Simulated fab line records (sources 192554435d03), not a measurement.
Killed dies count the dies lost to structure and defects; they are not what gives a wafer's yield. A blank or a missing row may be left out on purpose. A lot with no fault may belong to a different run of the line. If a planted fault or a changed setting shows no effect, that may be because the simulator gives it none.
Matching of chambers    flow n5-finfet    4 sister chambers for N5_BEOL_M11_DESCUM_33 on rie-diel-03
The step chemistry O2, time 7.9 s. 8 wafers are shown with their chamber, then 9 later ones without.

== WAFERS PAIRED WITH THEIR CHAMBERS ==
wafer   chamber  drypump-motor-current-A (A)  throttle-valve-pct (%)
L080.5  2        5.7                          20.27
L089.1  3        6.6                          20.24
L089.3  1        6.0                          20.88
L086.3  3        6.6                          20.21
L086.6  2        5.8                          20.31
L093.1  0        4.9                          20.25
L093.5  1        6.0                          20.89
L093.6  0        4.9                          20.23

== WAFERS WITH NO CHAMBER GIVEN ==
wafer   drypump-motor-current-A (A)  throttle-valve-pct (%)
L094.2  5.7                          20.33
L094.3  6.6                          20.27
L094.6  6.0                          20.89
L096.1  4.9                          20.26
L096.3  6.7                          20.26
L096.5  6.0                          20.92
L097.1  4.9                          20.23
L097.2  6.1                          20.90
L097.3  5.7                          20.34

== WHICH CHAMBER EACH ONE RAN IN ==
wafer   from the rows above  in truth
L094.2  2                    2
L094.3  3                    3
L094.6  1                    1
L096.1  0                    0
L096.3  3                    3
L096.5  1                    1
L097.1  0                    0
L097.2  1                    1
L097.3  2                    2
9 of 9 placed correctly. Not placeable from these rows: 0. Wrongly placed: 0.
How it was worked out, from the rows above alone: a wafer's distance from a chamber is the root of the sum, over the readings, of the square of ((its reading less the chamber's mean) divided by the reading's scatter). The wafer belongs to the nearest chamber; if the next one is less than 2 further off, it can't be placed. Each chamber's mean is taken over the wafers shown for it. The scatter: take each reading less its chamber's mean, square it, sum over the shown wafers, divide by the number of wafers less the number of chambers, and take the root.
